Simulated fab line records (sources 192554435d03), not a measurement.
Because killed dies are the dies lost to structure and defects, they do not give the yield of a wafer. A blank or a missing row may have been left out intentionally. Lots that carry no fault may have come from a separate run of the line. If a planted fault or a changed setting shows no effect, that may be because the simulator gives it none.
Split-lot study -- flow n5_finfet -- 21 wafers read across 7 lots, on a route 1938 steps long

## THE SPLIT
At N5_BEOL_M15_TRENCH_ETCH_34 (etches SiO2 in C4F8/O2/Ar, target depth 872.93 nm, time 199 s), the setting bias_w was moved away from the recipe's 2040 W on 9 of the 21 wafers read, by -16.9% to +13.2%. This setting was run at the recipe's value on the other wafers.

The reading is taken at the split's own step.

## THE READING
rf_vpp_V, in V, at N5_BEOL_M15_TRENCH_ETCH_34 (etches SiO2 in C4F8/O2/Ar, target depth 872.93 nm, time 199 s). Typical for fault-free wafers on this fab line: 2223 V, with standard deviation 65 V.

wafer,"tool, chamber at the split","bias_w as run, W",against the recipe,"rf_vpp_V, V",against lot-mates on the recipe
L075.1,"rie_diel-01, 3",2309,+13.2%,2580,+488
L075.4,"rie_diel-01, 0",2309,+13.2%,2426,+334
L075.6,"rie_diel-01, 1",2040,recipe,2092,-
L076.1,"rie_diel-01, 1",2040,recipe,2093,-
L076.2,"rie_diel-01, 0",2214,+8.5%,2357,+264
L076.5,"rie_diel-01, 0",2214,+8.5%,2356,+263
L084.1,"rie_diel-02, 1",2040,recipe,2215,-
L084.5,"rie_diel-02, 0",1785,-12.5%,2046,-169
L084.6,"rie_diel-02, 3",1785,-12.5%,1973,-242
L089.3,"rie_diel-02, 0",2040,recipe,2245,-
L089.5,"rie_diel-02, 2",2040,recipe,2291,-
L089.6,"rie_diel-02, 1",2040,recipe,2214,-
L094.1,"rie_diel-02, 2",2040,recipe,2294,-
L094.4,"rie_diel-02, 3",1695,-16.9%,1900,-368
L094.6,"rie_diel-02, 0",2040,recipe,2243,-
L095.4,"rie_diel-01, 3",2241,+9.9%,2527,+207
L095.5,"rie_diel-01, 2",2040,recipe,2320,-
L095.6,"rie_diel-01, 0",2241,+9.9%,2373,+53
L097.4,"rie_diel-03, 3",2040,recipe,2214,-
L097.5,"rie_diel-03, 0",2040,recipe,2172,-
L097.6,"rie_diel-03, 3",2040,recipe,2214,-

THE FIT
A straight line over all 21 wafers: rf_vpp_V changes by +19.4 V for each +1% of bias_w; r = +0.92; the points scatter about the line by 69 V.
The same after taking each lot's own level away (the mean of its wafers on the recipe; 21 wafers): +22.5 V for each +1%; r = +0.94; scatter 69 V.
Per that fit: largest bias_w move, reading shift of 3.8e+02 V.
Measured against the standard deviation above, the lots' own levels, which go from 2092.0 to 2320.0 V, span 3.5 times it.
So the slope is not independent of the lot-to-lot level: the two fits are not the same.
Check: for one of the wafers moved furthest among these (-16.9%), held out of the fit, the line's prediction against its lot-mates is -361 V. Against them it came out at -368 V.
Tool readings at the split's step, against how far the setting was moved: rf_vpp_V r = +0.92.

## ADDITIONAL SPLITS CARRIED BY THESE WAFERS
Other splits were also applied to these wafers ahead of the reading. Each is held against what the fit with the lots' levels taken away leaves over:
other split on the same wafers,wafers away from the commonest value,r with rf_vpp_V (lot level and that fit taken away)
N5_BEOL_M10_TRENCH_ETCH_37 time_s,8,+0.11
N5_BEOL_M11_VIA_ETCH_34 time_s,5,-0.16
N5_BEOL_M11_CURE_72 time_s,8,+0.26
N5_BEOL_M12_CMP_49 down_force_psi,7,+0.19
N5_BEOL_M13_SPUTTER_43 time_s,5,-0.14
N5_BEOL_M14_DEP_53 time_s,4,+0.31
N5_BEOL_M15_COAT_58 spin_rpm,6,+0.02

## FILE'S OWN FIT
rf_vpp_V changes by +22.6 V for each +1% of bias_w, r = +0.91.
